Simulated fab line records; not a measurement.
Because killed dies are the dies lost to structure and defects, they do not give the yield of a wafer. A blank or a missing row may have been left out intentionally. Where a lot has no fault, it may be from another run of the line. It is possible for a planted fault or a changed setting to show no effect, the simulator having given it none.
Problem report in the 8D (eight disciplines) form, filled by code | flow nand-harc | the parts of the form that need people (team, actions taken, sign-off) are left out

== 1. WHAT IS WRONG ==
killed-at-array at NHARC_END_SORT_01 reads a mean of 176 on 1 wafer of 1 lot; wafers without a fault read 61 with a standard deviation of 20. Relative to the usual mean, that is a shift of +5.8 standard deviations.
The first sign was on wafer L566.5 at day 33 04:33, on prober-01. Wafers with a number at this step in the record: 3, from 3 lots. By rule, "out" or "out of limits" means more than 4 standard deviations away from the usual mean. All remaining wafers that have a number are taken as sound.

== 2. WHAT IT IS, AND WHAT IT ISN'T ==
question                    | is                           | is not
which readings at this step | killed-at-array, killed-dies | killed-at-other, killed-at-periphery, killed-open, killed-short
which lots                  | L566                         | L559, L560
which wafers of those lots  | all that have a number       | -
read on which gauges        | prober-01                    | prober-02
when                        | from day 33 04:33            | up to then (2 sound wafers)

== 3. SUSPECTS, AND WHAT RULES EACH OUT ==
Counting: a tool at any process step up to the reading remains a suspect when it ran all the lots that are out and ran no sound lot after the first of those.
- the gauge at NHARC_END_SORT_01: kept. All the wafers that are out were read on prober-01, and no step on other tools shows them out.
- rie-diel-07 at NHARC_A_STAIRCASE_ETCH_19 (etches the open film in C4F8/O2, target depth 100 nm, time 40.5 s): kept. It ran the lot that is out, L566 (day 23 11:05), and no sound lot after that; its last sound lot up to then is L559 (day 21 03:35).
- cmp-04 at NHARC_A_STAIRCASE_CMP_152 (polishes): kept. It ran the lot that is out, L566 (day 26 20:01), and no sound lot after that.
- pecvd-01 at NHARC_A_STAIRCASE_DEP_471 (deposits SiO2, target thk 100 nm): kept. It ran the lot that is out, L566 (day 27 00:08), and no sound lot after that.
- pecvd-04 at NHARC_A_SGD_CUT_DEP_00 (deposits SiNx, target thk 50 nm): kept. It ran the lot that is out, L566 (day 27 04:42), and no sound lot after that.
Left after counting: rie-diel-07 at NHARC_A_STAIRCASE_ETCH_19, cmp-04 at NHARC_A_STAIRCASE_CMP_152, pecvd-01 at NHARC_A_STAIRCASE_DEP_471, pecvd-04 at NHARC_A_SGD_CUT_DEP_00, prober-01 at NHARC_END_SORT_01.

== 4. THE CAUSE (what the simulator had put in) ==
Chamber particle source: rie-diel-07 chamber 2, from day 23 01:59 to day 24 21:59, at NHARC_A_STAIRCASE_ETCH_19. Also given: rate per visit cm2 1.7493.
Counting left 5 suspects, and this tool is among them.

== 5. THE EFFECT CHAIN, in route order ==
Rows list readings where the struck wafers' mean (over those with a number) sits beyond 3 standard deviations from the usual. Only readings whose record carries a usual standard deviation are examined. hours: median over the lots of the time between each lot's start at the first step of this table that gives one and its start at this step. sigmas: the change, counted in usual standard deviations.
hours | step              | reading         | usual | on struck wafers | change | sigmas
0     | NHARC_END_SORT_01 | killed-at-array | 61    | 176              | +115   | +5.8
0     | NHARC_END_SORT_01 | killed-dies     | 65    | 179              | +114   | +5.4

== 6. HOW IT WOULD HAVE BEEN CAUGHT EARLIER ==
The first out-of-limits reading at a measuring or inspecting step in this record came at day 33 04:33, 243 hours after the fault's start at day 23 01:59.
No tool reading at NHARC_A_STAIRCASE_ETCH_19 that has a usual standard deviation in the record was out on any struck wafer, so an alarm limit of 4 standard deviations on those readings would not have fired.
The start of NHARC_A_STAIRCASE_ETCH_19 on rie-diel-07 came by day 33 04:33 for every one of the lots that are out (1). Holding the tool at that point would not have protected any of them.
